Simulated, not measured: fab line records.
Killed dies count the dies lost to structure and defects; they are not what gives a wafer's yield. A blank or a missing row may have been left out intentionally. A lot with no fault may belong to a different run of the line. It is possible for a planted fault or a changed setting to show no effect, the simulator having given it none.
Comparing a struck lot with a sound one | flow n5-finfet | 39 steps out of a route of 1938
Sound: wafers L983.1, L983.4, L983.6. Struck: wafer L967.4. (L967.1, L967.2 of the same lot were not struck and are left out.) The cause comes at the end.
For every step that has rows: the tool of each side, followed by ch and its chambers, followed by its first start. Under that, the readings that differ: sound wafers | struck wafers | difference of the means | sigmas: that difference in standard deviations of wafers without a fault.
alike: a reading whose means differ by less than 2 such deviations, as well as words and numbers matching on both sides. not compared: withheld readings; readings where some wafer has no value; bounds like >300 that might hide an equal value; numbers whose values overlap and for which the record gives no deviation.
Wherever a step has rows on one side only, a row that says differs or no value, or a row with sigmas, the two part there. Numbers that have no deviation but don't overlap get no sigmas and don't part them. Lack of a reading on every wafer of one side parts them only where that side has two or more wafers.

first, 11 steps without rows for these wafers: N5_FIN_SAQP_SPACER1_ETCHBACK_25 (etches SiO2 in CHF3/O2, target depth 24.4 nm, time 12.2 s); N5_FIN_SAQP_MANDREL1_REMOVE_56 (chemistry HBr/Cl2/O2, target a-Si, stops on SiNx, bt time 10 s); N5_FIN_SAQP_ETCH_57 (etches SiNx in CH3F/O2, target depth 32.5 nm, time 46.4 s); N5_FIN_SAQP_ETCH_65 (etches SiO2 in CF4, target depth 4 nm, time 4.4 s); N5_FIN_SAQP_MANDREL_ETCH_58 (etches a-Si in HBr/Cl2, stops on SiNx, target depth 45 nm, bt time 10 s, time 27 s); N5_FIN_SAQP_RECESS_63 (chemistry HF/NH3, target SiO2, target depth 18 nm, afs cycles 3, sublimation time 60 s); N5_FIN_SAQP_COAT_68 (time 60 s, resist thk 100 nm); N5_FIN_SAQP_ETCH_69 (etches SOC in N2/H2, stops on SiNx, target depth 150 nm); N5_FIN_SAQP_ETCH_67 (etches SiNx in CH3F/O2, target depth 30 nm); N5_FIN_SAQP_STRIP_70 (strips in N2/H2); N5_FIN_SAQP_RECESS_71 (chemistry HF/NH3, target SiO2, target depth 3 nm, afs cycles 1, sublimation time 60 s).
N5_FIN_SAQP_SPACER2_ALD_28: deposits SiO2, target thk 8.1 nm, pulse time 1 s, purge time 2 s.
  sound on ald-sin-01 ch 1,2, day 7 02:53; struck on ald-sin-02 ch 1, day 3 00:28
  reading                                           | sound       | struck | difference | sigmas
  heater-power-w (W)                                | 445 466 474 | 548    | +86        | +2
  model.SiO2_of_FIN_SAQP_SPACER2_ALD_28.thk-nm (nm) | 8.2 8.2 8   | 10.6   | +2.5       |
  alike: precursor-pulse-height-rel
then, 1 step without rows for these wafers: N5_FIN_SAQP_SPACER2_ETCHBACK_29 (etches SiO2 in CHF3/O2, target depth 12.2 nm, time 6.1 s).
N5_FIN_SAQP_MANDREL2_REMOVE_60: chemistry HBr/Cl2/O2, target a-Si, stops on SiNx, bt time 10 s.
  sound on rie-si-05 ch 0,2, day 7 03:18; struck on rie-si-05 ch 1, day 3 00:52
  reading                   | sound     | struck | difference | sigmas
  model.FIN_SAQP.cd-nm (nm) | 8.2 8.2 8 | 10.6   | +2.5       |
  alike: drypump-motor-current-A, oes-product-au, throttle-valve-pct
  not compared: rf-hours-counter-h
N5_FIN_SAQP_CD_MEAS_31: the cd target is 8 nm.
  sound on cd-sem-03 ch 0, day 7 03:25; struck on cd-sem-03 ch 0, day 3 00:59
  reading    | sound          | struck | difference | sigmas
  cd-nm (nm) | 8.14 8.15 7.87 | 10.25  | +2.20      | +10
then, 3 steps without rows for these wafers: N5_FIN_SAQP_HM_OPEN_33 (chemistry CH3F/O2, target SiNx, target depth 49.4 nm, time 70.6 s); N5_FIN_SAQP_ETCH_34 (etches SiO2 in C4F6/O2, target depth 45 nm, time 15 s); N5_FIN_SAQP_STRIP_77 (strips in N2/H2, time 90 s).
N5_FIN_SAQP_HM_CD_35: the cd target is 8 nm.
  struck on cd-sem-02, day 3 01:35; sound on cd-sem-03, day 7 03:44
  reading    | sound          | struck | difference | sigmas
  cd-nm (nm) | 8.00 8.15 8.07 | 10.61  | +2.54      | +11
then, 1 step without rows for these wafers: N5_FIN_SAQP_ETCH_64 (etches SiO2 in CF4, target depth 1.5 nm).
N5_FIN_SAQP_FIN_ETCH_36: etches the open film in HBr/Cl2/O2, target depth 120 nm, time 50.4 s.
  sound on rie-si-01 ch 2,3, day 7 03:47; struck on rie-si-01 ch 3, day 3 01:38
  reading                   | sound   | struck | difference | sigmas
  model.FIN_SAQP.cd-nm (nm) | 8.2 8 8 | 10.6   | +2.5       |
  alike: drypump-motor-current-A, oes-product-au, throttle-valve-pct
  not compared: rf-hours-counter-h
N5_FIN_SAQP_CD_MEAS_37: the cd target is 8 nm.
  struck on cd-sem-03, day 3 01:46; sound on cd-sem-02, day 7 03:55
  reading    | sound          | struck | difference | sigmas
  cd-nm (nm) | 8.13 7.92 8.10 | 10.71  | +2.66      | +12
then, 14 steps without rows for these wafers: N5_FIN_SAQP_PRECLEAN_38 (cleans in O3/DIW, time 45 s); N5_FIN_SAQP_PRECLEAN_45 (cleans in dHF, time 10 s); N5_FIN_SAQP_SRD_39 (time 30 s); N5_FIN_CUT_COAT_18 (time 60 s, resist thk 230 nm); N5_FIN_CUT_COAT_19 (time 60 s, resist thk 20 nm); N5_FIN_CUT_COAT_29 (time 60 s, resist thk 10 nm); N5_FIN_CUT_COAT_02 (resist thk 30 nm); N5_FIN_CUT_EBR_04; N5_FIN_CUT_SOFTBAKE_03 (time 60 s); N5_FIN_CUT_EXPOSE_05 (exposes mask FIN CUT); N5_FIN_CUT_PEB_06 (peb time 60 s); N5_FIN_CUT_DEVELOP_07 (develop time 30 s); N5_FIN_CUT_DESCUM_13 (chemistry O2, time 7 s); N5_FIN_CUT_ETCH_30 (etches underlayer in N2/H2, target depth 13 nm, time 10.4 s).
N5_STI_FIN_REVEAL_CD_MEAS_22: target cd 6.238 nm, pitch 28 nm.
  struck on cd-sem-01, day 3 13:02; sound on cd-sem-01, day 7 14:28
  reading    | sound          | struck | difference | sigmas
  cd-nm (nm) | 5.95 5.94 6.13 | 9.05   | +3.04      | +13
-- the record jumps here: 5 days lie between the struck wafers' starts before and after (it left off in module STI_FIN_REVEAL and takes up again in module BEOL_M4, whose first step shown is number 1111 of the route) --
N5_BEOL_M4_RC_MEAS_101:
  sound on prober-01 ch 0, day 13 07:43; struck on prober-02 ch 0, day 8 09:47
  reading            | sound                | struck | difference | sigmas
  DIBL_N (mV/V)      | 37.2 37.4 37.0       | 53.7   | +16.5      | +13
  DIBL_P (mV/V)      | 37.3 36.9 36.0       | 59.0   | +22.3      | +13
  IOFF_N (nA/um)     | 0.181 0.176 0.167    | 1.497  | +1.322     | +60
  IOFF_N_85C (nA/um) | 3.4 3.3 3.3          | 19.8   | +16.5      | +46
  IOFF_N_LIN (nA/um) | 0.081 0.079 0.075    | 0.474  | +0.396     | +48
  IOFF_P (nA/um)     | 0.229 0.230 0.210    | 1.113  | +0.890     | +36
  IOFF_P_85C (nA/um) | 3.9 3.9 3.6          | 14.2   | +10.4      | +30
  IOFF_P_LIN (nA/um) | 0.105 0.105 0.098    | 0.320  | +0.217     | +22
  ION_N (uA/um)      | 686 676 672          | 801    | +123       | +13
  ION_P (uA/um)      | 466 461 453          | 518    | +58        | +9
  SS_N (mV/dec)      | 71.5 72.2 71.8       | 74.2   | +2.4       | +4
  SS_P (mV/dec)      | 74.3 74.3 73.7       | 78.8   | +4.7       | +8
  VT_N (mV)          | 246.2 249.3 251.2    | 213.5  | -35.4      | -13
  VT_N_LVT (mV)      | 94.4 95.4 95.4       | 61.4   | -33.7      | -12
  VT_P (mV)          | -252.0 -249.1 -250.0 | -232.4 | +18.0      | +7
  VT_P_LVT (mV)      | -96.2 -96.2 -97.1    | -77.5  | +19.0      | +7
-- a jump in the record: the struck wafers' starts before and after are 4 days apart (it breaks off in module BEOL_M4 and resumes in module PASSIVATION, where the first step shown is number 1936 of the route) --
N5_PASSIVATION_PROBE_49:
  struck on prober-01, day 12 15:28; sound on prober-02, day 17 08:35
  reading                | sound          | struck | difference | sigmas
  killed-on-rim          | 14 16 23       | 9      | -9         | -2
  sort_bin_4_leakage (%) | 0 0 0          | 92.29  | +92.29     |
  sort-n-pass            | 1085 1074 1069 | 0      | -1076      | -72
  sort-yield-pct (%)     | 91.9 91.0 90.6 | 0      | -91        | -70
  alike: defect-limited-yield, killed_at_M0_to_M3, killed_at_M4_up, killed-at-contacts, killed-at-front-end, killed-at-other, killed-dies, killed-open, killed-short, sort_bin_5_function, sort_bin_6_memory

== WHERE THEY PART ==
Earliest at N5_FIN_SAQP_SPACER2_ALD_28; latest, in this record, at N5_PASSIVATION_PROBE_49.

WHY: what had been put in by the simulator
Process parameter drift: ald-sin-02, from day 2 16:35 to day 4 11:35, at N5_FIN_SAQP_SPACER2_ALD_28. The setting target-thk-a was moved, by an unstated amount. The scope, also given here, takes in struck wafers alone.
